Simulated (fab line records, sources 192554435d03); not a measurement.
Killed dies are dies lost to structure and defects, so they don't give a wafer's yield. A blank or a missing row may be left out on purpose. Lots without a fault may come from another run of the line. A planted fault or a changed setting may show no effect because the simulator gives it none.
One fault seen from 3 desks | flow n5_finfet | each desk has only its own numbers; what lay behind them comes last

THE METROLOGY DESK
What the gauges read, lot by lot, whatever tool the lot ran on: means of the sampled wafers that have a number. A lot is out of limits, marked OUT, if its mean lies more than 4 standard deviations from the usual mean; the brackets give that distance. Of its 12 readings 7 are shown: those that lie furthest out on some lot.
Columns: A = GATE_OVL at N5_DUMMY_GATE_OVL_MEAS_16, usual 0.1 nm; B = DIBL_P at N5_BEOL_M4_RC_MEAS_101, usual 36.4 mV/V; C = IOFF_P at N5_BEOL_M4_RC_MEAS_101, usual 0.21 nA/um; D = ION_P at N5_BEOL_M4_RC_MEAS_101, usual 465 uA/um; E = SS_N at N5_BEOL_M4_RC_MEAS_101, usual 71.5 mV/dec; F = VT_N at N5_BEOL_M4_RC_MEAS_101, usual 249 mV; G = VT_P at N5_BEOL_M4_RC_MEAS_101, usual -250 mV
lot  | first seen here | A    | B    | C    | D   | E    | F   | G
L391 | day 2 21:01     | -0.8 | 34.2 | 0.16 | 457 | 71.2 | 253 | -256
L396 | day 4 10:28     | 0.5  | 35.7 | 0.18 | 461 | 71.3 | 252 | -254
L407 | day 6 22:48     | 0.7  | 35.7 | 0.18 | 461 | 70.6 | 253 | -253
L408 | day 7 03:43     | 1.5  | 37.1 | 0.21 | 465 | 71.5 | 251 | -249
L409 | day 7 08:31     | -0.1 | 36.2 | 0.19 | 461 | 71.6 | 250 | -252
L413 | day 8 09:38     | -0.5 | 36.1 | 0.22 | 469 | 71.6 | 250 | -248
This desk's finding: nothing out of limits on any of the 6 lots.

THE DEFECT DESK
What the inspections along the route counted, lot by lot: means of the sampled wafers that have a number. A lot is out of limits, marked OUT, if its mean lies more than 4 standard deviations from the usual mean; the brackets give that distance.
Columns: A = raw_defect_count at N5_DUMMY_GATE_INSPECT_17, usual 206
lot  | first seen here | A
L391 | day 2 21:07     | 256
L396 | day 4 10:34     | 182
L407 | day 6 22:54     | 205
L408 | day 7 03:49     | 232
L409 | day 7 08:37     | 206
L413 | day 8 09:44     | 192
This desk's finding: nothing out of limits on any of the 6 lots.

THE TOOL OWNER'S DESK: rie_diel-05
The tool's own readings at N5_DUMMY_GATE_ETCH_29 (etches underlayer in N2/H2, target depth 13 nm): means of the sampled wafers that have a number, for each lot that ran on this tool. A lot is out of limits, marked OUT, if its mean lies more than 4 standard deviations from the usual mean; the brackets give that distance.
Columns: A = drypump_motor_current_A at N5_DUMMY_GATE_ETCH_29, usual 5.43 A; B = oes_product_au at N5_DUMMY_GATE_ETCH_29, usual 0.75 a.u.; C = rf_fwd_power_W at N5_DUMMY_GATE_ETCH_29, usual 830 W; D = rf_vpp_V at N5_DUMMY_GATE_ETCH_29, usual 525.1 V; E = showerhead_plenum_p_Torr at N5_DUMMY_GATE_ETCH_29, usual 2.59 Torr; F = throttle_valve_pct at N5_DUMMY_GATE_ETCH_29, usual 18.0 %
lot  | first seen here | A    | B    | C              | D               | E    | F
L396 | day 4 10:40     | 5.27 | 0.70 | 833            | 525.8           | 2.63 | 18.2
L407 | day 6 23:00     | 5.51 | 0.90 | 1032 (+50) OUT | 487.1 (-21) OUT | 2.55 | 17.8
L408 | day 7 03:58     | 5.35 | 0.80 | 1036 (+52) OUT | 487.5 (-21) OUT | 2.59 | 18.2
This desk's finding: out of limits on L407, L408; first on L407, day 6 23:00 (rf_fwd_power_W at N5_DUMMY_GATE_ETCH_29). In limits: L396.

PUT TOGETHER
The tool owner's desk could have raised an alarm at day 6 23:00, on L407, L408.
The metrology desk saw nothing out of limits.
The defect desk saw nothing out of limits.
The metrology desk has L407, L408 on record, within its limits.
The defect desk has L407, L408 on record, within its limits.
Of the lots named, all ran N5_DUMMY_GATE_ETCH_29 on rie_diel-05.

WHAT THE SIMULATOR HAD PUT IN
Process parameter drift: rie_diel-05, from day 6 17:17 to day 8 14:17, at N5_DUMMY_GATE_ETCH_29. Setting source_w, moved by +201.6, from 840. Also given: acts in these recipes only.
Lots struck among those shown: L407, L408.
Hours from the fault's start to each desk's first reading out of limits: the tool owner's desk, 6.
